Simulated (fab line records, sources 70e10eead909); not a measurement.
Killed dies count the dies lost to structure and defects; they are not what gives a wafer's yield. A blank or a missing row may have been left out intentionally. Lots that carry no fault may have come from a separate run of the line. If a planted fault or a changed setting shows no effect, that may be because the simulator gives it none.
What tool caused it? :: flow nand harc :: 13 lots with 39 wafers sampled at 3 steps, on a route of 1302 steps

WHAT THE GAUGES READ, wafer by wafer
NHARC_A_M0_THK_MEAS_24: measures by xrf.
lot: L665
measured: day 22 23:31
on: film metro-02
thk nm (nm): 114.4 114.6 113.5

lot: L666
measured: day 23 15:04
on: film metro-02
thk nm (nm): 114.0 113.4 112.7

lot: L670
measured: day 24 07:59
on: film metro-01
thk nm (nm): 111.7 113.4 115.5

lot: L671
measured: day 25 00:31
on: film metro-02
thk nm (nm): 112.1 112.0 110.9

lot: L672
measured: day 26 16:53
on: film metro-02
thk nm (nm): 113.0 112.9 112.8

lot: L681
measured: day 29 16:49
on: film metro-01
thk nm (nm): 115.7 112.2 112.8

lot: L680
measured: day 29 21:31
on: film metro-01
thk nm (nm): 115.4 113.6 112.5

lot: L683
measured: day 30 15:28
on: film metro-01
thk nm (nm): 114.2 113.5 111.6

lot: L682
measured: day 30 17:13
on: film metro-01
thk nm (nm): 112.7 113.1 112.2

lot: L685
measured: day 30 21:55
on: film metro-02
thk nm (nm): 112.2 111.5 113.9

lot: L684
measured: day 30 23:46
on: film metro-02
thk nm (nm): 113.3 113.3 114.3

lot: L687
measured: day 32 06:18
on: film metro-02
thk nm (nm): 114.4 114.6 112.7

lot: L688
measured: day 33 06:01
on: film metro-01
thk nm (nm): 110.6 112.1 112.6

WHICH TOOL RAN EACH LOT (tool, then ch and the chambers of the sampled wafers, then the start)
lot: L665
NHARC_A_BLC_CVD_24: cvd w-02 ch 0,1, day 22 22:01 or earlier
NHARC_A_M0_DEGAS_28: pvd sputter-01, day 22 22:01

lot: L666
NHARC_A_BLC_CVD_24: cvd w-01 ch 0,1, day 23 13:41 or earlier
NHARC_A_M0_DEGAS_28: pvd sputter-01, day 23 13:41

lot: L670
NHARC_A_BLC_CVD_24: cvd w-02 ch 0,1, day 24 06:20 or earlier
NHARC_A_M0_DEGAS_28: pvd sputter-02, day 24 06:20

lot: L671
NHARC_A_BLC_CVD_24: cvd w-02 ch 0,1, day 24 23:08 or earlier
NHARC_A_M0_DEGAS_28: pvd sputter-02, day 24 23:08

lot: L672
NHARC_A_BLC_CVD_24: cvd w-02 ch 0,1, day 26 15:30 or earlier
NHARC_A_M0_DEGAS_28: pvd sputter-02, day 26 15:30

lot: L681
NHARC_A_BLC_CVD_24: cvd w-02 ch 0,1, day 29 15:23 or earlier
NHARC_A_M0_DEGAS_28: pvd sputter-02, day 29 15:23

lot: L680
NHARC_A_BLC_CVD_24: cvd w-02 ch 0,1, day 29 19:50 or earlier
NHARC_A_M0_DEGAS_28: pvd sputter-02, day 29 19:50

lot: L683
NHARC_A_BLC_CVD_24: cvd w-01 ch 0,1, day 30 14:04 or earlier
NHARC_A_M0_DEGAS_28: pvd sputter-01, day 30 14:04

lot: L682
NHARC_A_BLC_CVD_24: cvd w-02 ch 0, day 30 15:50 or earlier
NHARC_A_M0_DEGAS_28: pvd sputter-02, day 30 15:50

lot: L685
NHARC_A_BLC_CVD_24: cvd w-02 ch 0,1, day 30 20:27 or earlier
NHARC_A_M0_DEGAS_28: pvd sputter-03, day 30 20:27

lot: L684
NHARC_A_BLC_CVD_24: cvd w-01 ch 0,1, day 30 22:23 or earlier
NHARC_A_M0_DEGAS_28: pvd sputter-02, day 30 22:23

lot: L687
NHARC_A_BLC_CVD_24: cvd w-01 ch 0,1, day 32 04:55 or earlier
NHARC_A_M0_DEGAS_28: pvd sputter-01, day 32 04:55

lot: L688
NHARC_A_BLC_CVD_24: cvd w-02 ch 0,1, day 33 04:35 or earlier
NHARC_A_M0_DEGAS_28: pvd sputter-02, day 33 04:35
- NHARC_A_BLC_CVD_24: deposits W, target thk 150 nm, time 434 s.
- NHARC_A_M0_DEGAS_28: time 60 s.

AS READ BY THE TOOLS THEMSELVES (means over the sampled wafers that have a number; for cases with no such wafer, the mark the record gives instead)
NHARC_A_BLC_CVD_24.
lot: L665
tool: cvd w-02
chamber pressure Torr (Torr): 39.93
heater power outer w (W): 281
heater power w (W): 484
mfc wf6 sccm (sccm): 40.00
throttle valve pct (%): 8.0

lot: L666
tool: cvd w-01
chamber pressure Torr (Torr): 39.93
heater power outer w (W): 254
heater power w (W): 458
mfc wf6 sccm (sccm): 39.86
throttle valve pct (%): 8.1

lot: L670
tool: cvd w-02
chamber pressure Torr (Torr): 39.98
heater power outer w (W): 280
heater power w (W): 484
mfc wf6 sccm (sccm): 39.95
throttle valve pct (%): 8.0

lot: L671
tool: cvd w-02
chamber pressure Torr (Torr): 39.98
heater power outer w (W): 265
heater power w (W): 468
mfc wf6 sccm (sccm): 40.03
throttle valve pct (%): 7.9

lot: L672
tool: cvd w-02
chamber pressure Torr (Torr): 39.99
heater power outer w (W): 266
heater power w (W): 476
mfc wf6 sccm (sccm): 40.06
throttle valve pct (%): 7.9

lot: L681
tool: cvd w-02
chamber pressure Torr (Torr): 40.01
heater power outer w (W): 286
heater power w (W): 496
mfc wf6 sccm (sccm): 39.97
throttle valve pct (%): 7.8

lot: L680
tool: cvd w-02
chamber pressure Torr (Torr): 39.96
heater power outer w (W): 267
heater power w (W): 492
mfc wf6 sccm (sccm): 40.05
throttle valve pct (%): 7.9

lot: L683
tool: cvd w-01
chamber pressure Torr (Torr): 40.04
heater power outer w (W): 259
heater power w (W): 473
mfc wf6 sccm (sccm): 39.97
throttle valve pct (%): 8.2

lot: L682
tool: cvd w-02
chamber pressure Torr (Torr): 39.98
heater power outer w (W): 260
heater power w (W): 484
mfc wf6 sccm (sccm): 39.97
throttle valve pct (%): 7.9

lot: L685
tool: cvd w-02
chamber pressure Torr (Torr): 39.92
heater power outer w (W): 273
heater power w (W): 487
mfc wf6 sccm (sccm): 39.98
throttle valve pct (%): 7.7

lot: L684
tool: cvd w-01
chamber pressure Torr (Torr): 40.02
heater power outer w (W): 262
heater power w (W): 478
mfc wf6 sccm (sccm): 39.98
throttle valve pct (%): 8.3

lot: L687
tool: cvd w-01
chamber pressure Torr (Torr): 39.96
heater power outer w (W): 277
heater power w (W): 515
mfc wf6 sccm (sccm): 40.04
throttle valve pct (%): 7.9

lot: L688
tool: cvd w-02
chamber pressure Torr (Torr): 40.01
heater power outer w (W): 272
heater power w (W): 484
mfc wf6 sccm (sccm): 39.94
throttle valve pct (%): 7.8

NHARC_A_M0_DEGAS_28.
lot: L665
tool: pvd sputter-01
heater power w (W): 286

lot: L666
tool: pvd sputter-01
heater power w (W): 315

lot: L670
tool: pvd sputter-02
heater power w (W): 339

lot: L671
tool: pvd sputter-02
heater power w (W): 331

lot: L672
tool: pvd sputter-02
heater power w (W): 328

lot: L681
tool: pvd sputter-02
heater power w (W): 333

lot: L680
tool: pvd sputter-02
heater power w (W): 346

lot: L683
tool: pvd sputter-01
heater power w (W): 310

lot: L682
tool: pvd sputter-02
heater power w (W): 333

lot: L685
tool: pvd sputter-03
heater power w (W): 363

lot: L684
tool: pvd sputter-02
heater power w (W): 325

lot: L687
tool: pvd sputter-01
heater power w (W): 345

lot: L688
tool: pvd sputter-02
heater power w (W): 352

THE ANSWER, worked out from the rows above alone
Rule: what is usual is taken from the lots themselves. Put in order of their means at a reading, lots are off if they are a third of the lots or fewer, leave a main group of 4 or more, and stand apart from it by a gap of 3 or more times the standard deviation of the main group's means; of several such gaps the widest counts. Not used: any main group whose means are identical at the precision the tables above print for the reading. Also off: a lot with no number at a reading for which 4 or more lots have one. Any other lot the step has rows for is counted as sound. The gauges are gone through in route order, then the tools' own readings, and for those a lot's mean is taken as printed above. At the first step where some lot is off, the reading lying furthest off is the one used; lots without a number count as furthest.
Nothing can be told from this: no lot is off at any reading shown.

WHAT WAS PUT IN BY THE SIMULATOR
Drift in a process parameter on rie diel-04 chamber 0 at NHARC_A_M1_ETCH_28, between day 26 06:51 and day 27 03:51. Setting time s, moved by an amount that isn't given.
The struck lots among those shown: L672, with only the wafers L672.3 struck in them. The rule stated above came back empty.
